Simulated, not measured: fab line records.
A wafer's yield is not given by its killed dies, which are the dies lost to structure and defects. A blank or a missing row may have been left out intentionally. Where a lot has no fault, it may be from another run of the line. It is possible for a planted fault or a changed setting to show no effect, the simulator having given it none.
Which of the tools did it? || flow n5 finfet || 12 lots, 36 wafers sampled, at 1 step of a route of 1938

## WHAT THE GAUGES READ, wafer by wafer
N5_WELL_APT_CD_MEAS_25 targets a cd of 200 nm.
{"lot": "L075", "measured": "day 1 21:11", "on": "cd sem-01", "cd nm (nm)": "199.2 196.3 202.1"}
{"lot": "L077", "measured": "day 2 08:49", "on": "cd sem-02", "cd nm (nm)": "203.2 198.9 200.7"}
{"lot": "L079", "measured": "day 2 20:49", "on": "cd sem-03", "cd nm (nm)": "194.4 199.3 197.6"}
{"lot": "L081", "measured": "day 3 08:56", "on": "cd sem-01", "cd nm (nm)": "198.4 206.4 199.4"}
{"lot": "L083", "measured": "day 3 21:25", "on": "cd sem-01", "cd nm (nm)": "197.8 206.5 198.7"}
{"lot": "L085", "measured": "day 4 08:56", "on": "cd sem-01", "cd nm (nm)": "200.7 205.1 201.1"}
{"lot": "L087", "measured": "day 4 20:59", "on": "cd sem-01", "cd nm (nm)": "203.0 201.0 205.6"}
{"lot": "L089", "measured": "day 5 09:04", "on": "cd sem-01", "cd nm (nm)": "205.6 200.2 199.3"}
{"lot": "L091", "measured": "day 5 20:58", "on": "cd sem-03", "cd nm (nm)": "197.6 198.2 196.6"}
{"lot": "L093", "measured": "day 6 09:31", "on": "cd sem-02", "cd nm (nm)": "194.8 200.0 198.2"}
{"lot": "L095", "measured": "day 6 20:48", "on": "cd sem-02", "cd nm (nm)": "201.8 201.6 199.3"}
{"lot": "L097", "measured": "day 7 09:15", "on": "cd sem-02", "cd nm (nm)": "202.0 201.0 206.7"}

## WHICH TOOL RAN EACH LOT (tool, then ch and the chambers of the sampled wafers, then the start)
Before these readings, the record contains no process step.

## THE ANSWER, worked out from the rows above alone
Rule: the lots themselves supply what counts as usual. The widest of any qualifying gaps counts: lots, ordered by their means at a reading, are off when they make up no more than a third of the lots, leave a main group of 4 or more, and stand apart from it by 3 or more times the standard deviation of that group's means. If all means in a main group match to the digits the tables above print for the reading, that group is not used. A lot without any number at a reading at which 4 lots or more have one is off too. The other lots that the step has rows for count as sound.
Nothing can be told from this: no lot is off at any reading shown.

## WHAT THE SIMULATOR HAD PUT IN
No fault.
